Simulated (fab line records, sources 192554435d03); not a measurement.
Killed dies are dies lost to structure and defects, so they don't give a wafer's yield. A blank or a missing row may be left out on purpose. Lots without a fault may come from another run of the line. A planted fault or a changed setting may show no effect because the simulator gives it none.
Chamber matching | flow n5_finfet | N5_BEOL_M8_ILD_DEP_00 on pecvd-03: 3 sister chambers
The step deposits SiCOH lowk from DEMS/porogen, target thk 179.75 nm, time 33.4 s. 3 wafers are shown with their chamber, then 9 later ones without.

WAFERS WITH THEIR CHAMBER
wafer  | chamber | heater_power_w (W)
L080.5 | 0       | 280
L089.3 | 2       | 238
L089.5 | 1       | 340

WAFERS WITHOUT THEIR CHAMBER
wafer  | heater_power_w (W)
L088.1 | 252
L088.2 | 288
L088.3 | 284
L093.2 | 244
L093.3 | 279
L093.6 | 287
L097.2 | 316
L097.3 | 232
L097.6 | 275

WHICH CHAMBER EACH WENT THROUGH
wafer  | from the rows above     | in truth
L088.1 | can't be placed: 2 or 0 | 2
L088.2 | 0                       | 0
L088.3 | 0                       | 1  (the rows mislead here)
L093.2 | 2                       | 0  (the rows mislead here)
L093.3 | 0                       | 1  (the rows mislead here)
L093.6 | 0                       | 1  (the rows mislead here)
L097.2 | can't be placed: 1 or 0 | 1
L097.3 | 2                       | 2
L097.6 | 0                       | 0
Placed correctly: 3 of 9. Can't be placed from these rows: 2 (the true chamber is among the candidates in 2). Placed wrongly: 4.
How it was worked out, from the rows above alone: a wafer's distance from a chamber is the root of the sum, over the readings, of the square of ((its reading less the chamber's mean) divided by the reading's scatter). The wafer belongs to the nearest chamber; if the next one is less than 2 further off, it can't be placed. A chamber's mean is the mean of its shown wafers. The scatter: with one shown wafer a chamber, the root of the mean of the squares of how far each hidden wafer lies from its nearest shown one.
